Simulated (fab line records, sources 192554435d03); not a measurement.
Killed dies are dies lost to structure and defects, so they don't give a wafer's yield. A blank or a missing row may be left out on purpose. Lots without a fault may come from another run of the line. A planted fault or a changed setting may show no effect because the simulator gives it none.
fab line records | flow n5_finfet | part 1 of 2: steps 1 to 19 of 25
record lots=5 wafers=15 last_day=17
route steps=1938 shown BEOL_M8@1351
lots that met no fault: from a run of the same line without faults
start_h: hours from the record's first day to the start of the lot's first wafer shown | wait_h: hours since the lot's step before | " the same as in the row above | L1.1+2: a row that stands for several wafers | - no value, or no start given | * or withheld: withheld | < > ~ a bound
route shown NAME@n: a module of which the file shows steps, and the number in the route of the first | usual: mean/standard deviation of fault-free wafers | same: alike in all rows | chamber/n: place in a boat | sites: the reading at each site | _std_site: their standard deviation | _edge_site: outer sites' mean less inner sites' | radius_mm: how far each site lies from the wafer's centre | mask NAME#n: copy n | behind: the tool/chamber that last shaped the wafer | hold: why the lot was held/for how many hours/how that ended | device: the transistor (n, p or np) that didn't switch | end of line: the same wafers' tests at the end of the route | a step without rows: its recipe alone | killed: dies lost to structure and defects at the first sort, not the wafer's yield | map: a wafer's dies, x killed, . not, _ none there
set.NAME: the setting as run; set.NAME@STEP: as run at that earlier step | model.NAME: the simulator's own value behind a step, which no gauge read
lots at some steps of the route; a table a step, a row a wafer
services: from which hour (start_h, from the record's first day; less than 0 if before it) a tool's chamber was out of use, for how many hours, and why
## steps
# step N5_BEOL_M8_STRIP_68
# recipe chemistry=N2/H2 temp_c=40 n2_flow_sccm=200 h2_flow_sccm=200 rf_frequency_hz=6e+07
# columns lot.wafer tool chamber start_h wait_h
L076.2+3+4 rie_diel-04 3,0,1 223.88 0.1
L077.1+4+5 rie_diel-04 2,3,2 243.62 0.1
L086.2+3+6 rie_diel-02 2,0,2 287.58 0.1
L085.3+4+5 rie_diel-04 2,3,0 305.48 0.1
L091.1+2+6 rie_diel-02 0,1,1 335.91 0.1
# step N5_BEOL_M8_STRIP_67
# recipe chemistry=CF4 resist=SiARC power_w=300 bias_power_w=75 pressure_mtorr=50 cf4_flow_sccm=150 rf_frequency_hz=6e+07
# usual drypump_motor_current_A=5.9/0.36 oes_product_au=0.80/0.078 rf_vpp_V=271.6/2 showerhead_plenum_p_Torr=1.81/0.075 throttle_valve_pct=13.52/0.19
# columns lot.wafer tool chamber start_h wait_h drypump_motor_current_A oes_product_au rf_hours_counter_h rf_vpp_V showerhead_plenum_p_Torr throttle_valve_pct
L076.2 rie_diel-04 3 223.89 0.0 6.0 0.72 216 271.8 1.77 13.59
L076.3 " 0 " " 6.3 0.87 60 273.0 1.90 13.34
L076.4 " 1 " " 6.1 0.72 229 268.9 1.70 13.58
L077.1 rie_diel-04 2 243.63 0.0 6.1 0.83 82 269.5 1.75 13.74
L077.4 " 3 " " 6.0 0.71 223 270.4 1.77 13.61
L077.5 " 2 " " 6.1 0.83 - 269.4 1.75 13.74
L086.2 rie_diel-02 2 287.59 0.0 6.4 0.92 25 270.3 1.76 13.33
L086.3 " 0 " " 5.3 0.80 77 273.6 1.88 13.30
L086.6 " 2 " " 6.4 0.91 - 269.3 1.76 13.33
L085.3 rie_diel-04 2 305.49 0.0 6.1 0.81 104 270.9 1.75 13.79
L085.4 " 3 " " 6.0 0.70 245 268.7 1.76 13.68
L085.5 " 0 " " 6.3 0.82 - 274.2 1.89 13.41
L091.1 rie_diel-02 0 335.92 0.0 5.3 0.79 94 273.3 1.88 13.36
L091.2 " 1 " " 5.4 0.76 141 273.5 1.87 13.64
L091.6 " 1 " " 5.5 0.76 - 271.9 1.87 13.62
# step N5_BEOL_M8_HM_OPEN_17
# recipe chemistry=Cl2/BCl3 target_depth_a=200 overetch_a=60 target=TiN mask_material=SOC ion_energy_ev=150 pressure_mtorr=10 icp_w=1000 bias_w=126 Cl2_flow_sccm=53.25 bcl3_flow_sccm=21.75 Ar_flow_sccm=25
# usual bias_w=126.0/0.42 drypump_motor_current_A=5.7/0.42 mfc_cl2_sccm=53.24/0.16 oes_product_au=0.64/0.071 rf_fwd_power_W=993/3.1 throttle_valve_pct=22.23/0.22
# columns lot.wafer tool chamber start_h wait_h bias_w drypump_motor_current_A mfc_cl2_sccm oes_product_au rf_fwd_power_W rf_hours_counter_h throttle_valve_pct
L076.2 rie_metal-01 1 223.93 0.0 125.4 5.5 53.12 0.55 995 106 22.70
L076.3 " 1 " " 125.0 5.5 53.11 0.55 995 - 22.66
L076.4 " 0 " " 125.8 6.0 53.39 0.58 987 - 22.14
L077.1 rie_metal-02 0 243.67 0.0 126.8 5.4 53.27 0.58 995 93 22.09
L077.4 " 0 " " 126.8 5.3 53.27 0.58 999 - 22.08
L077.5 " 1 " " 125.3 5.1 52.98 0.63 986 - 22.58
L086.2 rie_metal-01 1 287.63 0.0 125.5 5.5 53.03 0.53 995 111 22.70
L086.3 " 1 " " 125.7 5.5 53.34 0.54 997 - 22.71
L086.6 " 1 " " 126.1 5.5 53.37 0.53 992 - 22.71
L085.3 rie_metal-03 0 305.56 0.1 127.0 6.3 53.23 0.67 994 - 22.13
L085.4 " 1 " " 125.7 5.3 53.14 0.73 996 - 22.05
L085.5 " 1 " " 125.7 5.3 53.11 0.73 995 - 22.04
L091.1 rie_metal-03 1 335.97 0.0 125.6 5.3 53.26 0.71 993 23 22.06
L091.2 " 0 " " 125.6 6.3 53.53 0.66 997 39 22.17
L091.6 " 1 " " 125.5 5.3 52.89 0.70 992 - 22.08
# step N5_BEOL_M8_STRIP_19
# recipe chemistry=O2 power_w=400 temp_c=40 pressure_mtorr=30 rf_frequency_hz=6e+07 bias_power_w=0 overash_fraction=0.2 o2_flow_sccm=225
# usual drypump_motor_current_A=5.8/0.38 oes_product_au=0.81/0.082 rf_vpp_V=3.7/0.61 showerhead_plenum_p_Torr=2.13/0.094 throttle_valve_pct=16.56/0.15
# same overash_fraction=0.2
# columns lot.wafer tool chamber start_h wait_h drypump_motor_current_A oes_product_au rf_hours_counter_h rf_vpp_V showerhead_plenum_p_Torr throttle_valve_pct
L076.2 rie_diel-04 2 224.04 0.1 6.1 0.84 75 4.6 2.03 16.76
L076.3 " 0 " " 6.4 0.88 60 2.9 2.23 16.46
L076.4 " 3 " " 6.0 0.72 216 1.7 2.08 16.65
L077.1 rie_diel-02 0 243.78 0.1 5.3 0.82 62 4.1 2.21 16.40
L077.4 " 1 " " 5.4 0.79 106 3.6 2.20 16.60
L077.5 " 3 " " 5.9 0.71 - 3.3 2.16 16.58
L086.2 rie_diel-04 2 287.81 0.1 6.1 0.81 98 4.7 2.02 16.81
L086.3 " 0 " " 6.4 0.84 84 3.0 2.22 16.51
L086.6 " 0 " " 6.4 0.83 - 4.8 2.22 16.52
L085.3 rie_diel-02 3 305.64 0.1 5.9 0.69 232 4.0 2.15 16.60
L085.4 " 0 " " 5.3 0.80 84 3.3 2.21 16.43
L085.5 " 1 " " 5.5 0.75 - 3.3 2.19 16.65
L091.1 rie_diel-04 0 336.14 0.1 6.3 0.80 104 2.8 2.21 16.54
L091.2 " 1 " " 6.1 0.95 18 3.1 2.22 16.20
L091.6 " 2 " " 6.1 0.79 - 3.3 2.01 16.82
# step N5_BEOL_M8_CD_MEAS_18
# recipe pitch_nm=80 target_cd_nm=40
# usual cd_nm=39.9/0.44
# columns lot.wafer tool chamber start_h wait_h cd_nm
L076.2 cd_sem-01 - 224.11 0.1 39.4
L076.3 " - " " 38.9
L076.4 " - " " 39.9
L077.1 cd_sem-02 - 243.85 0.0 39.5
L077.4 " - " " 40.2
L077.5 " - " " 39.9
L086.2 cd_sem-03 - 287.88 0.1 39.4
L086.3 " - " " 39.1
L086.6 " - " " 39.4
L085.3 cd_sem-01 - 305.72 0.1 40.6
L085.4 " - " " 39.9
L085.5 " - " " 39.4
L091.1 cd_sem-03 - 336.21 0.0 40.1
L091.2 " - " " 39.8
L091.6 " - " " 39.2
# step N5_BEOL_M8_COAT_63
# recipe resist=SOC temp_c=250 time_s=60 spin_rpm=1500 resist_thk_nm=60
# usual plate_temp_C=249.99/0.17 resist_line_temp_C=22.98/0.11
# columns lot.wafer tool chamber start_h wait_h plate_temp_C resist_line_temp_C
L076.2 litho_track-02 0 225.31 1.2 249.91 22.95
L076.3 " 0 " " 250.07 22.88
L076.4 " 0 " " 249.95 22.85
L077.1 litho_track-05 0 244.25 0.4 250.08 23.04
L077.4 " 0 " " 249.87 22.84
L077.5 " 0 " " 249.78 23.04
L086.2 litho_track-05 0 291.91 4.0 249.93 22.83
L086.3 " 0 " " 250.09 23.08
L086.6 " 0 " " 250.14 22.85
L085.3 litho_track-02 0 306.66 0.9 250.12 23.11
L085.4 " 0 " " 249.91 22.83
L085.5 " 0 " " 249.78 23.08
L091.1 litho_track-04 0 338.62 2.4 250.09 23.01
L091.2 " 0 " " 250.01 22.90
L091.6 " 0 " " 249.90 22.89
# step N5_BEOL_M8_COAT_64
# recipe resist=SiARC temp_c=220 time_s=60 spin_rpm=1500 resist_thk_nm=12
# usual plate_temp_C=220.02/0.14 resist_line_temp_C=22.99/0.12
# columns lot.wafer tool chamber start_h wait_h plate_temp_C resist_line_temp_C
L076.2 litho_track-02 0 - - 220.19 22.87
L076.3 " 0 " " 220.04 22.92
L076.4 " 0 " " 220.02 22.93
L077.1 litho_track-05 0 - - 219.81 23.16
L077.4 " 0 " " 219.90 23.03
L077.5 " 0 " " 219.87 23.05
L086.2 litho_track-05 0 - - 220.16 22.98
L086.3 " 0 " " 220.21 23.16
L086.6 " 0 " " 220.44 23.12
L085.3 litho_track-02 0 - - 220.08 22.96
L085.4 " 0 " " 220.00 22.95
L085.5 " 0 " " 220.08 22.78
L091.1 litho_track-04 0 - - 220.17 22.92
L091.2 " 0 " " 220.07 23.20
L091.6 " 0 " " 220.00 22.92
# step N5_BEOL_M8_COAT_71
# recipe resist=underlayer temp_c=205 time_s=60 spin_rpm=1500 resist_thk_nm=5
# usual plate_temp_C=205.03/0.15 resist_line_temp_C=23.00/0.12
# columns lot.wafer tool chamber start_h wait_h plate_temp_C resist_line_temp_C
L076.2 litho_track-02 0 - - 205.18 23.04
L076.3 " 0 " " 204.99 22.95
L076.4 " 0 " " 205.02 23.06
L077.1 litho_track-05 0 - - 204.68 22.95
L077.4 " 0 " " 204.89 22.92
L077.5 " 0 " " 204.97 22.91
L086.2 litho_track-05 0 - - 205.10 23.08
L086.3 " 0 " " 205.15 22.99
L086.6 " 0 " " 205.01 22.98
L085.3 litho_track-02 0 - - 205.13 23.11
L085.4 " 0 " " 205.08 23.20
L085.5 " 0 " " 205.08 23.09
L091.1 litho_track-04 0 - - 205.18 22.70
L091.2 " 0 " " 205.40 22.75
L091.6 " 0 " " 205.27 22.84
# step N5_BEOL_M8_COAT_22
# recipe resist=CAR-EUV spin_rpm=1500 resist_thk_nm=30
# usual resist_line_temp_C=23.00/0.11
# columns lot.wafer tool chamber start_h wait_h resist_line_temp_C
L076.2 litho_track-02 0 - - 22.81
L076.3 " 0 " " 22.87
L076.4 " 0 " " 22.92
L077.1 litho_track-05 0 - - 22.99
L077.4 " 0 " " 22.73
L077.5 " 0 " " 22.76
L086.2 litho_track-05 0 - - 23.06
L086.3 " 0 " " 23.13
L086.6 " 0 " " 23.21
L085.3 litho_track-02 0 - - 22.98
L085.4 " 0 " " 22.99
L085.5 " 0 " " 23.02
L091.1 litho_track-04 0 - - 23.03
L091.2 " 0 " " 22.98
L091.6 " 0 " " 22.95
# step N5_BEOL_M8_EBR_24
# recipe solvent=PGMEA ebr_width_mm=1.5
# usual resist_line_temp_C=23.02/0.1
# columns lot.wafer tool chamber start_h wait_h resist_line_temp_C
L076.2 litho_track-02 0 - - 23.04
L076.3 " 0 " " 23.09
L076.4 " 0 " " 23.12
L077.1 litho_track-05 0 - - 22.86
L077.4 " 0 " " 22.89
L077.5 " 0 " " 22.80
L086.2 litho_track-05 0 - - 22.98
L086.3 " 0 " " 22.87
L086.6 " 0 " " 22.82
L085.3 litho_track-02 0 - - 22.97
L085.4 " 0 " " 23.12
L085.5 " 0 " " 23.11
L091.1 litho_track-04 0 - - 22.93
L091.2 " 0 " " 23.03
L091.6 " 0 " " 22.89
# step N5_BEOL_M8_SOFTBAKE_23
# recipe temp_c=110 time_s=60 resist=CAR-EUV
# usual plate_temp_C=109.97/0.14 resist_line_temp_C=23.04/0.1
# columns lot.wafer tool chamber start_h wait_h plate_temp_C resist_line_temp_C
L076.2 litho_track-02 0 - - 110.07 23.12
L076.3 " 0 " " 110.05 22.98
L076.4 " 0 " " 109.82 22.96
L077.1 litho_track-05 0 - - 109.93 23.20
L077.4 " 0 " " 109.99 22.96
L077.5 " 0 " " 109.90 23.04
L086.2 litho_track-05 0 - - 110.01 22.92
L086.3 " 0 " " 109.90 22.84
L086.6 " 0 " " 110.03 22.84
L085.3 litho_track-02 0 - - 109.97 22.90
L085.4 " 0 " " 109.93 23.06
L085.5 " 0 " " 110.21 23.04
L091.1 litho_track-04 0 - - 109.99 23.13
L091.2 " 0 " " 110.14 23.03
L091.6 " 0 " " 110.03 23.03
# step N5_BEOL_M8_EXPOSE_25
# recipe mask_id=V7 na=0.33 source_shape=annular sigma_inner=0.4 sigma_outer=0.8 polarization=unpolarized target_cd_nm=40 dose_mj=42.5
# usual focus_offset_nm=0.1/0.52 reticle_temp_C=23.01/0.097
# columns lot.wafer tool chamber start_h wait_h mask focus_offset_nm reticle_temp_C
L076.2 euv_scanner-02 0 225.81 - V7#0 0.2 22.88
L076.3 " 0 " " V7#0 0.4 22.93
L076.4 " 0 " " V7#0 -0.2 23.02
L077.1 euv_scanner-02 0 244.62 - V7#0 0.1 23.00
L077.4 " 0 " " V7#0 0.1 22.83
L077.5 " 0 " " V7#0 -0.1 23.07
L086.2 euv_scanner-01 0 292.18 - V7#0 0.7 22.95
L086.3 " 0 " " V7#0 -0.2 22.87
L086.6 " 0 " " V7#0 0.3 23.01
L085.3 euv_scanner-01 0 306.81 - V7#0 0.4 23.01
L085.4 " 0 " " V7#0 0.1 23.03
L085.5 " 0 " " V7#0 -0.3 23.14
L091.1 euv_scanner-01 0 338.88 - V7#0 0.8 22.90
L091.2 " 0 " " V7#0 0.9 22.98
L091.6 " 0 " " V7#0 0.1 22.98
# step N5_BEOL_M8_PEB_26
# recipe peb_temp_c=100 peb_time_s=60 resist=CAR-EUV
# usual plate_temp_C=100.03/0.13 resist_line_temp_C=23.00/0.11
# columns lot.wafer tool chamber start_h wait_h plate_temp_C resist_line_temp_C
L076.2 litho_track-04 0 225.87 0.1 99.91 23.03
L076.3 " 0 " " 99.99 23.08
L076.4 " 0 " " 99.87 22.97
L077.1 litho_track-05 0 244.68 0.1 100.13 22.92
L077.4 " 0 " " 100.06 23.11
L077.5 " 0 " " 99.97 23.15
L086.2 litho_track-02 0 292.24 0.1 99.96 23.06
L086.3 " 0 " " 100.12 23.05
L086.6 " 0 " " 100.23 23.21
L085.3 litho_track-02 0 306.86 0.0 99.88 22.90
L085.4 " 0 " " 99.86 22.98
L085.5 " 0 " " 100.03 23.01
L091.1 litho_track-04 0 338.94 0.1 99.99 23.08
L091.2 " 0 " " 100.02 22.98
L091.6 " 0 " " 100.03 22.97
# step N5_BEOL_M8_DEVELOP_27
# recipe develop_time_s=30 developer=TMAH resist=CAR-EUV rinse_liquid=surfactant_rinse dry=air_spin dev_temp_c=23
# usual resist_line_temp_C=23.00/0.099
# columns lot.wafer tool chamber start_h wait_h resist_line_temp_C
L076.2 litho_track-04 0 - - 23.12
L076.3 " 0 " " 22.99
L076.4 " 0 " " 23.06
L077.1 litho_track-05 0 - - 23.04
L077.4 " 0 " " 23.03
L077.5 " 0 " " 22.98
L086.2 litho_track-02 0 - - 22.90
L086.3 " 0 " " 23.05
L086.6 " 0 " " 23.16
L085.3 litho_track-02 0 - - 22.89
L085.4 " 0 " " 22.77
L085.5 " 0 " " 23.03
L091.1 litho_track-04 0 - - 23.14
L091.2 " 0 " " 23.21
L091.6 " 0 " " 22.98
# step N5_BEOL_M8_CD_MEAS_28
# recipe target_cd_nm=40 landing_energy_ev=500 detector=se_inlens
# usual cd_nm=40.02/0.25
# same landing_energy_ev=500
# columns lot.wafer tool chamber start_h wait_h cd_nm
L076.2 cd_sem-02 0 225.93 - 39.66
L076.3 " 0 " " 39.89
L076.4 " 0 " " 39.93
L077.1 cd_sem-03 0 244.75 - 40.48
L077.4 " 0 " " 40.18
L077.5 " 0 " " 39.98
L086.2 cd_sem-01 0 292.31 - 39.79
L086.3 " 0 " " 39.66
L086.6 " 0 " " 39.68
L085.3 cd_sem-01 0 306.93 - 39.77
L085.4 " 0 " " 39.76
L085.5 " 0 " " 40.43
L091.1 cd_sem-02 0 339.01 - 39.92
L091.2 " 0 " " 40.00
L091.6 " 0 " " 40.18
# step N5_BEOL_M8_OVL_MEAS_29
# recipe points_per_wafer=522
# usual V7_OVL=0.3/0.63
# columns lot.wafer tool chamber start_h wait_h V7_OVL[nm]
L076.2 overlay-01 0 225.97 0.0 -0.7
L076.3 " 0 " " 1.3
L076.4 " 0 " " -0.3
L077.1 overlay-01 0 244.78 0.0 0.1
L077.4 " 0 " " 0.1
L077.5 " 0 " " 0.6
L086.2 overlay-02 0 292.34 0.0 0.4
L086.3 " 0 " " 1.6
L086.6 " 0 " " 0.2
L085.3 overlay-02 0 306.98 0.0 0.4
L085.4 " 0 " " 0.2
L085.5 " 0 " " 1.1
L091.1 overlay-02 0 339.04 0.0 0.8
L091.2 " 0 " " 0.8
L091.6 " 0 " " 1.1
# step N5_BEOL_M8_INSPECT_30
# recipe mode=adi inspect_instrument=brightfield
# usual raw_defect_count=430/100
# columns lot.wafer tool chamber start_h wait_h raw_defect_count
L076.2 defect_inspect-02 - 226.02 0.0 481
L076.3 " - " " 474
L076.4 " - " " 399
L077.1 defect_inspect-02 - 244.84 0.1 561
L077.4 " - " " 478
L077.5 " - " " 275
L086.2 defect_inspect-02 - 292.40 0.0 460
L086.3 " - " " 501
L086.6 " - " " 399
L085.3 defect_inspect-01 - 307.02 0.0 330
L085.4 " - " " 401
L085.5 " - " " 428
L091.1 defect_inspect-01 - 339.10 0.1 317
L091.2 " - " " 390
L091.6 " - " " 280
# step N5_BEOL_M8_DESCUM_33
# recipe chemistry=O2 time_s=7 source_power_w=50 bias_power_w=20 pressure_mtorr=20 rf_frequency_hz=2.712e+07 temp_c=40 resist=CAR-EUV o2_flow_sccm=225
# usual drypump_motor_current_A=5.9/0.35 oes_product_au=0.81/0.089 rf_fwd_power_W=49.42/0.18 rf_vpp_V=243.6/1.8 showerhead_plenum_p_Torr=2.12/0.11 throttle_valve_pct=20.33/0.17
# columns lot.wafer tool chamber start_h wait_h drypump_motor_current_A oes_product_au rf_fwd_power_W rf_hours_counter_h rf_vpp_V showerhead_plenum_p_Torr throttle_valve_pct
L076.2 rie_diel-02 0 226.90 0.9 5.3 0.84 49.54 56 244.5 2.21 20.19
L076.3 " 2 " " 6.4 0.98 49.19 3 243.7 2.05 20.18
L076.4 " 1 " " 5.5 0.79 49.46 100 243.8 2.19 20.35
L077.1 rie_diel-02 2 245.21 0.4 6.4 0.96 49.19 10 243.6 2.05 20.20
L077.4 " 1 " " 5.5 0.79 49.38 107 245.1 2.19 20.35
L077.5 " 3 " " 5.9 0.71 49.55 - 244.7 2.16 20.27
L086.2 rie_diel-05 3 292.43 0.0 6.3 0.92 49.55 14 244.5 2.14 20.31
L086.3 " 2 " " 5.8 0.85 49.35 49 247.3 2.22 20.34
L086.6 " 0 " " 5.5 0.73 49.61 - 244.2 2.16 20.27
L085.3 rie_diel-05 2 307.25 0.2 5.8 0.84 49.09 55 245.4 2.22 20.35
L085.4 " 0 " " 5.5 0.73 49.76 202 243.7 2.16 20.29
L085.5 " 2 " " 5.8 0.85 49.16 - 247.7 2.22 20.36
L091.1 rie_diel-04 1 339.13 0.0 6.1 0.95 49.62 18 245.6 2.22 19.98
L091.2 " 0 " " 6.4 0.81 49.44 105 244.8 2.21 20.31
L091.6 " 2 " " 6.1 0.79 49.44 - 242.1 2.01 20.60
# step N5_BEOL_M8_ETCH_72
# recipe chemistry=N2/H2 target=underlayer target_depth_a=65 mask_material=CAR-EUV time_s=5.2 ion_energy_ev=200 pressure_mtorr=30 source_w=840 bias_w=150 n2_flow_sccm=200 h2_flow_sccm=200 ends=cleared
# usual bias_w=150.0/0.45 drypump_motor_current_A=5.9/0.35 etch_rf_on_time_s=5.18/0.064 oes_product_au=0.69/0.076 rf_fwd_power_W=819.6/2.6 rf_vpp_V=525/3.7 showerhead_plenum_p_Torr=2.58/0.12 throttle_valve_pct=17.79/0.19
# columns lot.wafer tool chamber start_h wait_h bias_w drypump_motor_current_A etch_rf_on_time_s oes_product_au rf_fwd_power_W rf_hours_counter_h rf_vpp_V showerhead_plenum_p_Torr throttle_valve_pct
L076.2 rie_diel-02 0 226.94 0.0 149.7 5.3 5.08 0.70 822.4 56 529 2.69 17.63
L076.3 " 2 " " 150.0 6.4 5.10 0.84 820.1 3 523 2.50 17.71
L076.4 " 1 " " 149.3 5.5 5.20 0.68 819.4 100 528 2.67 17.76
L077.1 rie_diel-02 2 245.24 0.0 150.2 6.4 5.15 0.82 818.5 10 522 2.50 17.75
L077.4 " 1 " " 149.9 5.5 5.26 0.67 817.7 107 528 2.67 17.76
L077.5 " 3 " " 150.1 5.9 5.35 0.61 818.3 - 527 2.63 17.83
L086.2 rie_diel-05 3 292.46 0.0 150.7 6.3 5.17 0.79 818.2 14 527 2.60 17.75
L086.3 " 2 " " 149.4 5.8 5.15 0.73 818.5 49 528 2.70 17.74
L086.6 " 0 " " 150.3 5.6 5.20 0.62 818.5 - 527 2.63 17.73
L085.3 rie_diel-05 2 307.29 0.0 150.2 5.9 5.20 0.72 824.3 55 528 2.70 17.76
L085.4 " 0 " " 149.6 5.6 5.26 0.62 817.3 202 526 2.63 17.76
L085.5 " 2 " " 150.5 5.9 5.22 0.70 824.3 - 528 2.70 17.73
L091.1 rie_diel-04 1 339.17 0.0 150.0 6.1 5.10 0.81 818.7 18 528 2.70 17.40
L091.2 " 0 " " 150.1 6.4 5.11 0.71 816.3 105 528 2.66 17.70
L091.6 " 2 " " 150.2 6.1 5.22 0.68 821.6 - 522 2.45 18.11
